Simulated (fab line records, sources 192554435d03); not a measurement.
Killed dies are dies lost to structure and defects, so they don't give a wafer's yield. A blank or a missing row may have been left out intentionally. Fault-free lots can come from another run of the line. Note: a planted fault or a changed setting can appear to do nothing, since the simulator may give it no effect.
8D (eight disciplines) problem report, filled in by code | flow n5Finfet | the parts of the form that need people (team, actions taken, sign-off) are left out

1. WHAT WENT WRONG
Wafers without a fault read 308.4 s, standard deviation 0.42; runLengthS at N5_BEOL_M12_ETCH_68 reads a mean of 298.9 s on 2 wafers belonging to 2 lots. That puts it -23 standard deviations away from the usual mean.
The step: etches SOC in N2/H2, time 285 s.
The first sign was on wafer L990.4 at day 13 04:35, on rieDiel-06. The record has a number at this step for 28 wafers belonging to 10 lots. By rule, "out" or "out of limits" means more than 4 standard deviations away from the usual mean. All remaining wafers that have a number are taken as sound.

2. WHAT IT IS; WHAT IT IS NOT
question                    | is                | is not
which readings at this step | runLengthS        | drypumpMotorCurrentA, oesProductAu, rfVppV, showerheadPlenumPTorr, throttleValvePct
which lots                  | L990, L991        | L102, L982, L984, L986, L987, L996, L997, L998
which wafers of those lots  | L990.4, L991.1    | L990.2, L991.2
read on which tools         | rieDiel-06        | rieDiel-02
when                        | from day 13 04:35 | up to then (13 sound wafers); but 13 sound wafers of L102, L991, L996, L997, L998 came after

3. THE SUSPECTS, EACH WITH WHAT RULES IT OUT
Counting: if a tool at a process step up to the reading ran every lot that is out, it stays a suspect. Sound lots after the first of them don't rule it out here, since some wafers of a struck lot are sound.
- rieDiel-06 at N5_BEOL_M12_DESCUM_33 (chemistry O2, time 7.9 s): kept. Every lot that is out went through it, the first being L990 (day 13 04:24); the last sound lot it ran before that was L987 (day 12 13:05).
- rieDiel-06 at N5_BEOL_M12_ETCH_67 (etches SiARC in CF4, target depth 143 nm, time 238.3 s): kept. Every lot that is out went through it, the first being L990 (day 13 04:26); the last sound lot it ran before that was L987 (day 12 13:07).
- rieDiel-06 at N5_BEOL_M12_ETCH_68 (etches SOC in N2/H2, time 285 s): kept. Every lot that is out went through it, the first being L990 (day 13 04:35); the last sound lot it ran before that was L987 (day 12 13:16). Out on those wafers are its own readings of runLengthS.
- Within rieDiel-06 at N5_BEOL_M12_DESCUM_33: the wafers that are out ran in chambers 0, 1; their sound lot-mates ran in chambers 2, 3.
- Within rieDiel-06 at N5_BEOL_M12_ETCH_67: the wafers that are out ran in chambers 0, 1; their sound lot-mates ran in chambers 2, 3.
- Within rieDiel-06 at N5_BEOL_M12_ETCH_68: the wafers that are out ran in chambers 0, 1; their sound lot-mates ran in chambers 2, 3.
Still standing after the count: rieDiel-06 at N5_BEOL_M12_DESCUM_33, rieDiel-06 at N5_BEOL_M12_ETCH_67, rieDiel-06 at N5_BEOL_M12_ETCH_68.

4. THE CAUSE (what the simulator had put in)
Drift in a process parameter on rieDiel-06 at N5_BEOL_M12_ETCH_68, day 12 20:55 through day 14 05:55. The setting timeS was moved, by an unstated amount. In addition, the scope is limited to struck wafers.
3 suspects survive the count, and this tool is in that group.

5. THE CHAIN OF EFFECTS, in route order
Each row: a reading whose mean over the struck wafers that have a number lies more than 3 standard deviations from the usual. Readings are gone through only where the record gives a usual standard deviation; hours: the median, over the lots, of the time from a lot's start at the first step in this table giving one to that lot's start at this step; sigmas: the change measured in usual standard deviations.
hours | step                | reading    | usual   | on struck wafers | change | sigmas
0     | N5_BEOL_M12_ETCH_68 | runLengthS | 308.4 s | 298.9            | -9.5   | -23
Process steps it contains:
- N5_BEOL_M12_ETCH_68: etches SOC in N2/H2, time 285 s.
Readings that are blank on the struck wafers while sound wafers have them: biasW at N5_BEOL_M12_ETCH_68.

6. WHAT WOULD HAVE CAUGHT IT SOONER
The fault began at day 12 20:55; the first out-of-limits reading in this record came at day 13 04:35, 8 hours later.
